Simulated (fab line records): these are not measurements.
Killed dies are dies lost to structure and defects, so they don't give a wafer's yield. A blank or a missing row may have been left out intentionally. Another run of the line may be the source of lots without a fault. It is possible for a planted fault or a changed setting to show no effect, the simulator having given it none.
What tool caused it? ; flow nand harc ; Sampling: 14 lots, 42 wafers, 4 of 1302 route steps

## WHAT THE GAUGES SHOWED, per wafer
Not one reading of a measure or inspect step in the record can be checked against a usual standard deviation.

## WHICH TOOL RAN EACH LOT (tool, then ch and the chambers of the sampled wafers, then the start)
lot;NHARC_A_STAIRCASE_TRIM_20;NHARC_A_STAIRCASE_TRIM_187;NHARC_A_STAIRCASE_ETCH_188;NHARC_A_STAIRCASE_TRIM_189
L956;rie diel-02 ch 0,2, day 16 01:01;rie diel-13 ch 1,3, day 16 03:51;rie diel-13 ch 0,2,3, no start;rie diel-13 ch 1,2, no start
L960;rie diel-02 ch 0,1, day 17 04:10;rie diel-01 ch 0,2,3, day 17 06:50;rie diel-01 ch 1,2, no start;rie diel-01 ch 0,1, no start
L959;rie diel-02 ch 0,1,2, day 17 05:43;rie diel-01 ch 0,2,3, day 17 10:43;rie diel-01 ch 0,2,3, no start;rie diel-01 ch 0,1,3, no start
L962;rie diel-02 ch 0,1,2, day 17 22:28;rie diel-13 ch 0,1,2, day 18 01:35;rie diel-13 ch 0,1,2, no start;rie diel-13 ch 1,2, no start
L961;rie diel-01 ch 0,1,3, day 17 22:39;rie diel-13 ch 0,1, day 18 01:21;rie diel-13 ch 0,2, no start;rie diel-13 ch 0,1, no start
L963;rie diel-13 ch 0,1,2, day 18 09:10;rie diel-13 ch 0,2, day 18 11:40;rie diel-13 ch 0,1, no start;rie diel-13 ch 0,2,3, no start
L965;rie diel-01 ch 0,2, day 19 22:49;rie diel-02 ch 0,2,3, day 20 01:36;rie diel-02 ch 0,2,3, no start;rie diel-02 ch 1,3, no start
L966;rie diel-01 ch 0,2,3, day 20 01:26;rie diel-02 ch 1,2,3, day 20 04:05;rie diel-02 ch 0,2,3, no start;rie diel-02 ch 0,1,2, no start
L967;rie diel-01 ch 0,1,2, day 20 10:08;rie diel-02 ch 1,2, day 20 13:20;rie diel-02 ch 1,2,3, no start;rie diel-02 ch 1,2,3, no start
L969;rie diel-02 ch 0,3, day 21 09:25;rie diel-02 ch 0,2,3, day 21 12:10;rie diel-02 ch 1,3, no start;rie diel-02 ch 1,2,3, no start
L970;rie diel-01 ch 0,1,3, day 21 19:57;rie diel-01 ch 0,2,3, day 21 22:37;rie diel-01 ch 0,1,2, no start;rie diel-01 ch 1,2,3, no start
L977;rie diel-13 ch 0,1,2, day 24 18:08;rie diel-01 ch 0,1,2, day 24 20:47;rie diel-01 ch 0,1,3, no start;rie diel-01 ch 1,3, no start
L978;rie diel-01 ch 0,2,3, day 24 18:47;rie diel-13 ch 0,2,3, day 24 21:26;rie diel-13 ch 1,3, no start;rie diel-13 ch 0,1,3, no start
L979;rie diel-13 ch 0,1,2, day 25 14:36;rie diel-01 ch 0,1,2, day 25 17:16;rie diel-01 ch 0,3, no start;rie diel-01 ch 0,1,2, no start
- NHARC_A_STAIRCASE_TRIM_20: chemistry O2, time 211.2 s.
- NHARC_A_STAIRCASE_TRIM_187: chemistry O2, time 211.2 s.
- NHARC_A_STAIRCASE_ETCH_188: etches the open film in C4F8/O2, target depth 100 nm, time 40.5 s.
- NHARC_A_STAIRCASE_TRIM_189: chemistry O2, time 211.2 s.

## WHAT THE TOOLS THEMSELVES READ (means of the sampled wafers that have a number; where no wafer has one, the mark that the record gives instead)
NHARC_A_STAIRCASE_TRIM_20. Usual: drypump motor current A 5.7 A, standard deviation 0.35; oes product au 1.001 a.u., standard deviation 0.015; rf vpp V 57.7 V, standard deviation 0.84; showerhead plenum p Torr 3.52 Torr, standard deviation 0.15; throttle valve pct 17.037 %, standard deviation 0.0084.
lot;tool;drypump motor current A (A);oes product au (a.u.);rf vpp V (V);showerhead plenum p Torr (Torr);throttle valve pct (%);flag
L956;rie diel-02;5.7;1.017;57.3;3.35;17.037;
L960;rie diel-02;5.4;1.011;58.6;3.52;17.037;
L959;rie diel-02;5.6;1.013;57.8;3.44;17.032;
L962;rie diel-02;5.7;1.001;57.2;3.44;17.037;
L961;rie diel-01;5.7;0.989;57.6;3.53;17.039;
L963;rie diel-13;6.0;1.001;57.7;3.59;17.034;
L965;rie diel-01;5.9;0.997;57.8;3.40;17.053;
L966;rie diel-01;5.7;0.990;57.9;3.47;17.039;
L967;rie diel-01;5.9;0.994;57.8;3.45;17.039;
L969;rie diel-02;5.5;0.995;57.7;3.46;17.041;
L970;rie diel-01;5.7;0.999;57.9;3.51;17.039;
L977;rie diel-13;6.0;1.006;58.0;3.56;17.033;
L978;rie diel-01;5.7;0.987;58.0;3.44;17.036;
L979;rie diel-13;6.0;1.004;57.9;3.56;17.026;

NHARC_A_STAIRCASE_TRIM_187. Usual: drypump motor current A 5.7 A, standard deviation 0.39; oes product au 1.003 a.u., standard deviation 0.016; rf vpp V 57.8 V, standard deviation 0.84; showerhead plenum p Torr 3.53 Torr, standard deviation 0.16; throttle valve pct 17.037 %, standard deviation 0.01.
lot;tool;drypump motor current A (A);oes product au (a.u.);rf vpp V (V);showerhead plenum p Torr (Torr);throttle valve pct (%);flag
L956;rie diel-13;5.5;1.028;58.5;3.69;17.043;
L960;rie diel-01;5.7;0.992;58.2;3.48;17.035;
L959;rie diel-01;5.7;0.991;56.8;3.48;17.030;
L962;rie diel-13;6.0;1.009;57.9;3.59;17.039;
L961;rie diel-13;6.3;1.012;58.4;3.45;17.034;
L963;rie diel-13;6.0;1.003;57.3;3.44;17.036;
L965;rie diel-02;5.6;0.987;57.1;3.48;17.036;
L966;rie diel-02;5.5;0.998;58.0;3.57;17.037;
L967;rie diel-02;5.8;1.214;57.8;3.44;17.035;OFF
L969;rie diel-02;5.6;1.109;57.9;3.47;17.043;OFF
L970;rie diel-01;5.7;0.992;57.8;3.46;17.029;
L977;rie diel-01;5.9;1.001;57.1;3.43;17.042;
L978;rie diel-13;5.7;1.008;57.9;3.54;17.045;
L979;rie diel-01;5.9;1.002;57.6;3.43;17.043;

NHARC_A_STAIRCASE_ETCH_188. Usual: oes product au 0.942 a.u., standard deviation 0.016; rf vpp V 896 V, standard deviation 6.1.
lot;tool;oes product au (a.u.);rf vpp V (V);flag
L956;rie diel-13;0.947;898;
L960;rie diel-01;0.955;896;
L959;rie diel-01;0.919;895;
L962;rie diel-13;0.932;898;
L961;rie diel-13;0.932;898;
L963;rie diel-13;0.945;898;
L965;rie diel-02;0.950;895;
L966;rie diel-02;0.935;894;
L967;rie diel-02;0.951;897;
L969;rie diel-02;0.952;902;
L970;rie diel-01;0.945;894;
L977;rie diel-01;0.952;895;
L978;rie diel-13;0.962;901;
L979;rie diel-01;0.934;896;

NHARC_A_STAIRCASE_TRIM_189. Usual: drypump motor current A 5.7 A, standard deviation 0.38; oes product au 1.000 a.u., standard deviation 0.015; rf vpp V 57.8 V, standard deviation 0.9; showerhead plenum p Torr 3.54 Torr, standard deviation 0.17; throttle valve pct 17.038 %, standard deviation 0.0094.
lot;tool;drypump motor current A (A);oes product au (a.u.);rf vpp V (V);showerhead plenum p Torr (Torr);throttle valve pct (%);flag
L956;rie diel-13;6.0;1.005;58.7;3.74;17.033;
L960;rie diel-01;5.9;0.988;57.8;3.51;17.039;
L959;rie diel-01;5.7;0.988;58.2;3.53;17.036;
L962;rie diel-13;5.7;1.004;57.8;3.73;17.033;
L961;rie diel-13;6.2;1.011;58.3;3.59;17.046;
L963;rie diel-13;5.7;1.008;57.7;3.57;17.031;
L965;rie diel-02;5.3;1.000;58.5;3.69;17.040;
L966;rie diel-02;5.7;0.994;57.6;3.43;17.032;
L967;rie diel-02;5.5;1.010;58.3;3.57;17.045;
L969;rie diel-02;5.6;1.009;57.2;3.56;17.040;
L970;rie diel-01;5.5;0.981;57.8;3.52;17.042;
L977;rie diel-01;5.5;1.007;58.1;3.55;17.039;
L978;rie diel-13;5.9;1.004;58.2;3.54;17.026;
L979;rie diel-01;5.9;1.003;57.6;3.43;17.046;

## THE ANSWER, worked out from the rows above alone
Rule: take the mean of a lot's wafers that have a number; if it is more than 3 standard deviations from the usual mean, the lot is off. Also off: a lot with no number at a reading for which 4 or more lots have one. The other lots that the step has rows for count as sound. After the gauges, taken in route order, come the tools' own readings; for these a lot's mean is taken, as printed above. The first step at which some lot is off is used, and at that step the reading that is off furthest; a lot without a number counts as furthest.
Off at NHARC_A_STAIRCASE_TRIM_187 (oes product au): L967, L969.
A tool fits if, at that step or a process step before it, it ran every lot that is off, and no sound lot after the first of them. One fits: rie diel-02 at NHARC_A_STAIRCASE_TRIM_187. A fault onset in the window from L966 (day 20 04:05, its last sound lot) to L967 (day 20 13:20, its first lot off) fits.
On the lots that are off, the tool's own readings at NHARC_A_STAIRCASE_TRIM_187 differ by more than 5 times the standard deviation of the sound lots' means, which bears it out; oes product au reads 1.161 a.u. there versus 1.002 a.u. on the sound lots.

## WHAT THE SIMULATOR HAD INSERTED
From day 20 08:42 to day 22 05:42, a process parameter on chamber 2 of rie diel-02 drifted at NHARC_A_STAIRCASE_TRIM_187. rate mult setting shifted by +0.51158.
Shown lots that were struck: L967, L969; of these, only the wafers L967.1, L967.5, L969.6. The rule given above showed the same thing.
